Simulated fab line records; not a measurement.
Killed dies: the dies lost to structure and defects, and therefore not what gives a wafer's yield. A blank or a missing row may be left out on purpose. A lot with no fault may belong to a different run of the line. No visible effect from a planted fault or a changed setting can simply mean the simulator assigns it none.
fab line records | flow n5_finfet
record: lots: 13 wafers: 33 last_day: 17
route steps=1938 shown BEOL_M6@1254 BEOL_M7@1263 PASSIVATION@1936
lots untouched by any fault: they come from a run of this same line in which no faults occurred
start_h: the number of hours between the record's first day and the start of the first shown wafer of the lot | wait_h: hours from the lot's prior step to this one | " as in the row above | L1.1+2: a single row standing in for several wafers | - either no value or no given start | * or withheld: withheld | < > ~ a bound
route shown NAME@n: a module of which the file shows steps, and the number in the route of the first | usual: mean/standard deviation of fault-free wafers | same: alike in all rows | chamber/n: place in a boat | sites: per-site readings | _std_site: how widely they spread, as a standard deviation | _edge_site: inner sites' mean taken away from outer sites' mean | radius_mm: how far each site lies from the wafer's centre | mask NAME#n: copy n | behind: the tool/chamber that last shaped the wafer | hold: why the lot was held/for how many hours/how that ended | device: the transistor (n, p or np) that didn't switch | end of line: tests of these same wafers at the route's end | step lacking rows: just its recipe | killed: count of dies lost to structure and defects at first sort (not the wafer's yield) | map: a wafer's dies, x killed, . not, _ none there
set.NAME: the setting as run; set.NAME@STEP: as run at that earlier step | model.NAME: the simulator's own value behind a step, which no gauge read
route steps across a sampled set of lots; one table per step, one row per wafer
services: a tool's chamber out of use, with start hour (start_h, from the record's first day; less than 0 if before it), hours out, and reason
== steps ==
step: N5_BEOL_M6_SPUTTER_48
recipe: material: Cu target_thk_a: 100 temp_c: -20 bias_v: 60 power_w: 26000 chamber_pressure_pa: 0.13 time_s: 1.667
usual: chamber_pressure_pa: 0.13/0.00027 substrate_temp_c: -20.00/0.11 throttle_valve_pct: 30.2/0.89
columns lot.wafer tool chamber start_h wait_h chamber_pressure_pa substrate_temp_c throttle_valve_pct
L721.2 pvd_sputter-03 - 189.36 0.1 0.13008 -19.91 30.1
L721.3 " - " " 0.1297 -20.11 30.1
L721.6 " - " " 0.13007 -19.91 30.3
L720.1 pvd_sputter-03 - 189.44 0.1 0.12954 -20.05 29.9
L720.2 " - " " 0.13006 -20.04 30.2
L722.1 pvd_sputter-01 - 195.62 0.1 0.12962 -20.06 32.0
L722.3 " - " " 0.12979 -20.05 31.0
L723.2 pvd_sputter-01 - 214.51 0.1 0.12992 -19.82 30.6
L723.3 " - " " 0.12947 -19.88 29.6
L723.6 " - " " 0.12998 -20.06 31.8
L724.1 pvd_sputter-02 - 218.91 0.1 0.12961 -20.06 29.6
L724.2 " - " " 0.12972 -20.18 29.2
L724.5 " - " " 0.1297 -20.00 29.2
L725.1 pvd_sputter-03 - 224.41 0.8 0.12993 -20.03 29.4
L725.5 " - " " 0.12979 -20.06 30.1
L725.6 " - " " 0.13025 -19.99 29.2
L728.1 pvd_sputter-01 - 242.33 0.1 0.13016 -20.14 29.3
L728.3 " - " " 0.13026 -19.90 31.6
L728.4 " - " " 0.13006 -20.15 31.2
L735.3 pvd_sputter-03 - 299.06 1.7 0.13023 -19.83 30.4
L735.4 " - " " 0.12982 -20.09 31.6
L735.5 " - " " 0.13038 -19.93 30.5
L738.3 pvd_sputter-01 - 304.65 0.1 0.13017 -20.03 32.0
L738.4 " - " " 0.1304 -20.19 30.8
L740.2 pvd_sputter-02 - 318.75 0.2 0.13023 -20.10 30.1
L740.5 " - " " 0.12971 -19.92 29.1
L741.4 pvd_sputter-03 - 321.32 0.1 0.12958 -20.15 30.3
L741.6 " - " " 0.1299 -19.96 29.3
L742.3 pvd_sputter-02 - 325.78 0.1 0.13025 -19.87 29.7
L742.6 " - " " 0.1302 -19.98 29.4
L743.1 pvd_sputter-03 - 328.88 0.1 0.12989 -20.06 29.3
L743.3 " - " " 0.12997 -20.00 31.7
L743.4 " - " " 0.12961 -20.03 30.4
step: N5_BEOL_M6_RS_MEAS_57
recipe: thk_meas_gauge: four-point-probe reads: Cu_of_BEOL_M6_ECD_50+Co_of_BEOL_M6_CVD_78+TaN_of_BEOL_M6_ALD_77
usual: M6_RS: 0.280/0.0083
columns lot.wafer tool chamber start_h wait_h M6_RS[ohm/sq]
L721.2 film_metro-02 - 191.06 0.3 0.271
L721.3 " - " " 0.288
L721.6 " - " " 0.280
L720.1 film_metro-02 - 191.06 0.3 0.284
L720.2 " - " " 0.277
L722.1 film_metro-02 - 196.56 0.1 0.292
L722.3 " - " " 0.285
L723.2 film_metro-02 - 215.62 0.1 0.278
L723.3 " - " " 0.274
L723.6 " - " " 0.291
L724.1 film_metro-01 - 219.89 0.1 0.270
L724.2 " - " " 0.282
L724.5 " - " " 0.282
L725.1 film_metro-02 - 225.40 0.1 0.285
L725.5 " - " " 0.282
L725.6 " - " " 0.279
L728.1 film_metro-01 - 243.28 0.1 0.278
L728.3 " - " " 0.289
L728.4 " - " " 0.280
L735.3 film_metro-01 - 300.18 0.1 0.289
L735.4 " - " " 0.262
L735.5 " - " " 0.270
L738.3 film_metro-01 - 306.10 0.1 0.263
L738.4 " - " " 0.272
L740.2 film_metro-02 - 320.16 0.1 0.291
L740.5 " - " " 0.282
L741.4 film_metro-02 - 322.29 0.0 0.288
L741.6 " - " " 0.291
L742.3 film_metro-01 - 326.96 0.1 0.263
L742.6 " - " " 0.284
L743.1 film_metro-01 - 329.85 0.1 0.283
L743.3 " - " " 0.280
L743.4 " - " " 0.276
step: N5_BEOL_M7_ILD_DEP_00
recipe: material: SiCOH_lowk target_thk_a: 1797.5 temp_c: 300 precursor: DEMS/porogen pressure_torr: 5 rf_w: 500 time_s: 33.4
usual: heater_power_w: 309/54 showerhead_plenum_p_Torr: 5.743/0.014 throttle_valve_pct: 13.7/0.67
columns lot.wafer tool chamber start_h wait_h heater_power_w showerhead_plenum_p_Torr since_wet_clean_h throttle_valve_pct
L721.2 pecvd-03 1 191.12 0.0 314 5.745 1982 14.2
L721.3 " 0 " " 322 5.735 1257 14.6
L721.6 " 0 " " 333 5.742 - 14.4
L720.1 pecvd-01 0 191.12 0.0 388 5.750 451 12.8
L720.2 " 2 " " 361 5.742 141 12.7
L722.1 pecvd-01 1 196.62 0.0 226 5.749 1626 14.4
L722.3 " 0 " " 372 5.756 456 12.8
L723.2 pecvd-03 2 215.68 0.0 278 5.764 477 12.9
L723.3 " 0 " " 310 5.745 1282 14.5
L723.6 " 0 " " 317 5.749 - 14.2
L724.1 pecvd-01 2 219.96 0.0 314 5.745 170 13.0
L724.2 " 0 " " 387 5.743 479 12.7
L724.5 " 0 " " 394 5.736 - 12.8
L725.1 pecvd-03 2 225.49 0.1 291 5.756 487 13.2
L725.5 " 0 " " 334 5.738 - 14.1
L725.6 " 2 " " 288 5.763 - 13.0
L728.1 pecvd-03 0 243.34 0.0 328 5.736 1310 14.4
L728.3 " 2 " " 292 5.768 505 12.8
L728.4 " 0 " " 337 5.736 - 14.6
L735.3 pecvd-04 1 300.24 0.0 277 5.707 1548 13.9
L735.4 " 1 " " 279 5.717 - 13.9
L735.5 " 0 " " 340 5.722 - 13.8
L738.3 pecvd-04 2 306.16 0.0 237 5.755 26 12.8
L738.4 " 0 " " 316 5.731 - 13.8
L740.2 pecvd-03 0 320.22 0.0 272 5.739 1387 14.6
L740.5 " 0 " " 286 5.727 - 14.5
L741.4 pecvd-03 2 322.37 0.1 267 5.754 - 12.8
L741.6 " 0 " " 298 5.736 - 14.3
L742.3 pecvd-04 2 327.02 0.0 247 5.751 46 12.8
L742.6 " 1 " " 293 5.715 - 14.1
L743.1 pecvd-03 1 329.91 0.0 397 5.743 2121 14.3
L743.3 " 0 " " 299 5.747 - 14.4
L743.4 " 1 " " 307 5.760 - 14.2
step: N5_BEOL_M7_THK_MEAS_01
recipe: reads: SiCOH_lowk_of_BEOL_M7_ILD_DEP_00
usual: M7_ILD_THK: 156.5/1.8
columns lot.wafer tool chamber start_h wait_h M7_ILD_THK[nm]
L721.2 film_metro-02 - 191.70 0.4 155.7
L721.3 " - " " 155.1
L721.6 " - " " 156.1
L720.1 film_metro-02 - 191.70 0.4 154.1
L720.2 " - " " 153.0
L722.1 film_metro-02 - 197.20 0.4 154.1
L722.3 " - " " 154.6
L723.2 film_metro-01 - 216.48 0.4 157.8
L723.3 " - " " 154.4
L723.6 " - " " 156.7
L724.1 film_metro-01 - 221.04 0.8 154.1
L724.2 " - " " 155.0
L724.5 " - " " 157.3
L725.1 film_metro-01 - 226.08 0.4 154.7
L725.5 " - " " 156.2
L725.6 " - " " 159.0
L728.1 film_metro-01 - 244.20 0.4 142.4
L728.3 " - " " 154.7
L728.4 " - " " 156.3
L735.3 film_metro-02 - 300.82 0.3 154.2
L735.4 " - " " 157.5
L735.5 " - " " 158.6
L738.3 film_metro-01 - 306.74 0.3 155.6
L738.4 " - " " 156.5
L740.2 film_metro-01 - 320.80 0.4 156.0
L740.5 " - " " 155.3
L741.4 film_metro-02 - 322.93 0.2 158.7
L741.6 " - " " 158.5
L742.3 film_metro-01 - 327.60 0.3 155.4
L742.6 " - " " 157.5
L743.1 film_metro-02 - 330.51 0.4 155.8
L743.3 " - " " 157.1
L743.4 " - " " 158.1
step: N5_BEOL_M7_CD_MEAS_11
recipe: target_cd_nm: 38.5 landing_energy_ev: 500 detector: se_inlens polarity: opening
usual: cd_nm: 38.6/0.52
columns lot.wafer tool chamber start_h wait_h cd_nm
L721.2 cd_sem-01 0 192.74 - 38.0
L721.3 " 0 " " 39.0
L721.6 " 0 " " 38.6
L720.1 cd_sem-02 0 199.28 - 38.2
L720.2 " 0 " " 38.1
L722.1 cd_sem-01 0 199.32 - 37.3
L722.3 " 0 " " 37.8
L723.2 cd_sem-03 0 217.65 - 39.8
L723.3 " 0 " " 39.0
L723.6 " 0 " " 38.4
L724.1 cd_sem-01 0 222.29 - 37.9
L724.2 " 0 " " 38.4
L724.5 " 0 " " 38.3
L725.1 cd_sem-03 0 227.50 - 39.0
L725.5 " 0 " " 38.8
L725.6 " 0 " " 38.3
L728.1 cd_sem-03 0 245.64 - 38.9
L728.3 " 0 " " 39.8
L728.4 " 0 " " 38.5
L735.3 cd_sem-01 0 301.63 - 39.0
L735.4 " 0 " " 38.9
L735.5 " 0 " " 38.9
L738.3 cd_sem-02 0 309.89 - 39.2
L738.4 " 0 " " 39.3
L740.2 cd_sem-01 0 322.20 - 39.2
L740.5 " 0 " " 38.8
L741.4 cd_sem-03 0 325.55 - 38.4
L741.6 " 0 " " 38.0
L742.3 cd_sem-03 0 329.00 - 39.4
L742.6 " 0 " " 39.0
L743.1 cd_sem-01 0 332.42 - 39.5
L743.3 " 0 " " 38.7
L743.4 " 0 " " 39.2
step: N5_PASSIVATION_PROBE_49
usual: defect_limited_yield: 91.2/1.5 killed_at_M0_to_M3: 36/10 killed_at_M4_up: 13/6 killed_at_contacts: 11/5.2 killed_at_front_end: 40/11 killed_at_other: 3.1/2.9 killed_dies: 104/17 killed_open: 66/12 killed_short: 34/7.7 sort_bin_5_function: 5.1/0.91 sort_bin_6_memory: 3.2/0.67 sort_bin_8_speed: 0.00/0.0074 sort_n_pass: 1076/17 sort_yield_pct: 91.2/1.5
same: gross_dies: 1180 killed_at_back_side: 0 sort_bin_4_leakage[%]: 0
columns lot.wafer tool chamber start_h wait_h defect_limited_yield[%] killed_at_M0_to_M3 killed_at_M4_up killed_at_contacts killed_at_front_end killed_at_other killed_dies killed_open killed_short sort_bin_5_function[%] sort_bin_6_memory[%] sort_bin_8_speed[%] sort_n_pass sort_yield_pct[%]
L725.1 prober-02 - 306.24 0.0 89.6 40 17 5 53 8 123 59 47 5.3 3.9 0 1057 89.6
L725.5 prober-02 - 306.44 0.2 88.0 43 17 4 74 4 142 94 38 6.9 4.3 0 1038 88.0
L725.6 prober-02 - 306.49 0.3 89.3 65 7 7 46 1 126 69 53 6.1 4.3 0 1054 89.3
L738.3 prober-01 - 388.77 0.1 90.4 43 12 17 41 0 113 73 36 5.1 3.8 0 1067 90.4
L738.4 prober-01 - 388.82 0.2 93.2 28 8 10 33 1 80 51 26 3.9 2.7 0 1100 93.2
L740.2 prober-01 - 403.92 0.1 88.7 38 25 20 50 0 133 91 38 7.0 4.0 0 1047 88.7
L740.5 prober-01 - 404.07 0.2 90.8 32 21 2 49 5 109 73 32 5.1 3.9 0 1071 90.8
L743.1 prober-01 - 417.80 0.0 92.0 37 13 11 27 6 94 55 33 5.3 2.5 0 1086 92.0
L743.3 prober-01 - 417.90 0.1 90.2 55 12 9 34 6 116 72 41 6.2 3.5 0 1064 90.2
L743.4 prober-01 - 417.95 0.2 90.9 44 12 13 32 6 107 65 31 5.0 3.4 0 1073 90.9
killed by level:class
L725.1 BEOL_M0_SAQP:geometric_particle:open=14 BEOL_M0_SAQP:geometric_particle:short=14 HKMG_FIN:area_etch=9 GATE_CUT:geometric_particle:short=8 FIN_SAQP:geometric_particle:short=7 FIN_SAQP:geometric_particle:open=6 GATE_CUT:geometric_particle:open=6 BEOL_M4:geometric_particle:open=5
L725.5 FIN_SAQP:geometric_particle:open=27 BEOL_M0:geometric_particle:open=12 FIN_SAQP:geometric_particle:short=10 GATE_CUT:geometric_particle:open=8 BEOL_M0_SAQP:geometric_particle:open=8 BEOL_M3:geometric_particle:open=8 HKMG_FIN:area_etch=8 BEOL_M0_SAQP:geometric_particle:short=6
L725.6 BEOL_M0_SAQP:geometric_particle:open=26 BEOL_M0_SAQP:geometric_particle:short=23 FIN_SAQP:geometric_particle:short=9 FIN_SAQP:geometric_particle:open=7 DUMMY_GATE:geometric_particle:open=5 MOL_CONTACT_COAG:geometric_particle:open=5 STARTING-WAFER:geometric_particle:open=4 BEOL_M0:geometric_particle:open=4
L738.3 FIN_SAQP:geometric_particle:open=14 MOL_CONTACT_COAG:geometric_particle:open=13 BEOL_M0_SAQP:geometric_particle:short=11 FIN_SAQP:geometric_particle:short=10 BEOL_M0_SAQP:geometric_particle:open=9 BEOL_M2:geometric_particle:open=9 BEOL_M4:geometric_particle:open=6 DUMMY_GATE:geometric_particle:open=5
L738.4 FIN_SAQP:geometric_particle:open=12 FIN_SAQP:geometric_particle:short=12 MOL_CONTACT_COAG:geometric_particle:open=7 BEOL_M3:geometric_particle:open=7 BEOL_M2:geometric_particle:open=5 BEOL_M0_SAQP:geometric_particle:open=4 BEOL_M0_SAQP:geometric_particle:short=3 BEOL_M1:geometric_particle:open=3
L740.2 FIN_SAQP:geometric_particle:open=13 BEOL_M4:geometric_particle:open=13 MOL_CONTACT_COAG:geometric_particle:open=12 BEOL_M1:geometric_particle:open=12 FIN_SAQP:geometric_particle:short=11 MOL_CONTACT_COAG:geometric_particle:short=7 BEOL_M0_SAQP:geometric_particle:open=6 SPACER0:geometric_particle:open=5
L740.5 FIN_SAQP:geometric_particle:open=19 FIN_SAQP:geometric_particle:short=12 BEOL_M0_SAQP:geometric_particle:open=9 BEOL_M4:geometric_particle:open=9 BEOL_M0_SAQP:geometric_particle:short=5 BEOL_M1:geometric_particle:open=5 BEOL_M4:geometric_particle:short=5 BEOL_M3:geometric_particle:open=4
L743.1 BEOL_M0_SAQP:geometric_particle:short=12 MOL_CONTACT_COAG:geometric_particle:open=9 BEOL_M0_SAQP:geometric_particle:open=9 STI_FIN_REVEAL:geometric_particle:open=6 BEOL_M3:geometric_particle:open=5 STARTING-WAFER:geometric_particle:open=4 FIN_SAQP:geometric_particle:short=3 SPACER0:geometric_particle:short=3
L743.3 BEOL_M0_SAQP:geometric_particle:short=23 BEOL_M0_SAQP:geometric_particle:open=17 FIN_SAQP:geometric_particle:open=9 MOL_CONTACT_COAG:geometric_particle:open=8 STI_FIN_REVEAL:geometric_particle:open=6 BEOL_M4:geometric_particle:open=6 FIN_SAQP:geometric_particle:short=5 BEOL_M2:geometric_particle:open=4
L743.4 BEOL_M0_SAQP:geometric_particle:open=12 MOL_CONTACT_COAG:geometric_particle:open=10 BEOL_M0_SAQP:geometric_particle:short=10 BEOL_M3:geometric_particle:open=8 FIN_SAQP:geometric_particle:short=6 FIN_SAQP:geometric_particle:open=6 BEOL_M4:geometric_particle:open=6 HKMG_FIN:area_etch=6
== services ==
columns tool chamber start_h hours kind
pvd_sputter-03 - 169.46 17.4 repair
pecvd-03 0 176.17 2.1 scheduled_down
pecvd-04 2 181.58 5.5 scheduled_down
pecvd-04 - 186.89 6.0 pm
pecvd-03 - 194.16 6.6 repair
pecvd-04 1 198.86 14.1 repair
pecvd-04 2 217.99 6.7 repair
pecvd-01 1 218.87 5.0 scheduled_down
pecvd-04 2 246.07 5.5 scheduled_down
pecvd-04 2 251.58 - clean
pecvd-04 2 251.58 - consumable_replace:showerhead
pecvd-04 2 251.58 29.0 scheduled_down
pecvd-04 2 251.58 29.0 vent_cycle
pecvd-03 - 257.52 0.3 repair
pvd_sputter-01 - 265.60 4.9 repair
pvd_sputter-02 - 306.05 1.9 repair
pecvd-01 - 318.31 6.0 pm
== key ==
first_sign: step: N5_BEOL_M7_THK_MEAS_01 reading: M7_ILD_THK direction: down sigmas: 8 usual: 156.5 struck: 142.4
effect none on later readings
met_at N5_BEOL_M7_ILD_DEP_00
struck_lots L728
struck_wafers L728.1
not_acting_at N5_BEOL_M6_SPUTTER_48,N5_BEOL_M6_RS_MEAS_57,N5_BEOL_M7_CD_MEAS_11
onset_between 225.49 243.34
fault: kind: process_parameter_drift tool: pecvd-03 chamber: - onset_h: 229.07 steps: N5_BEOL_M7_ILD_DEP_00 channel: time_s offset: * shape: step end_h: 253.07 scope: struck_wafers_only acts_in: * stated: *
